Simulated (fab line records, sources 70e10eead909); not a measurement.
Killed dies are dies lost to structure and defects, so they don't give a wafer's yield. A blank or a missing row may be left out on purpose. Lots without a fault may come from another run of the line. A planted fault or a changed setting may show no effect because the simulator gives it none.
Which tool did it? | flow nand_harc | 6 lots, 18 wafers sampled, at 1 step of a route of 1159

WHAT THE GAUGES READ, wafer by wafer
NHARC_A_SLIT_INSPECT_11.
lot  | measured     | on                | raw_defect_count
L946 | day 15 00:04 | defect_inspect-01 | 7 16 9
L956 | day 16 20:25 | defect_inspect-01 | 25 33 25
L958 | day 17 08:40 | defect_inspect-02 | 16 12 15
L963 | day 18 11:55 | defect_inspect-02 | 17 12 21
L966 | day 18 21:38 | defect_inspect-01 | 22 17 22
L968 | day 20 05:08 | defect_inspect-01 | 22 17 19

WHICH TOOL RAN EACH LOT (tool, then ch and the chambers of the sampled wafers, then the start)
The record holds no process step before these readings.

THE ANSWER, worked out from the rows above alone
Rule: what is usual is taken from the lots themselves. Put in order of their means at a reading, lots are off if they are a third of the lots or fewer, leave a main group of 4 or more, and stand apart from it by a gap of 3 or more times the standard deviation of the main group's means; of several such gaps the widest counts. A main group whose means are all the same, to the digits that the tables above print for the reading, isn't used. A lot without any number at a reading at which 4 lots or more have one is off too. The other lots that the step has rows for count as sound.
No lot is off at any reading shown: from this, nothing can be told.

WHAT THE SIMULATOR HAD PUT IN
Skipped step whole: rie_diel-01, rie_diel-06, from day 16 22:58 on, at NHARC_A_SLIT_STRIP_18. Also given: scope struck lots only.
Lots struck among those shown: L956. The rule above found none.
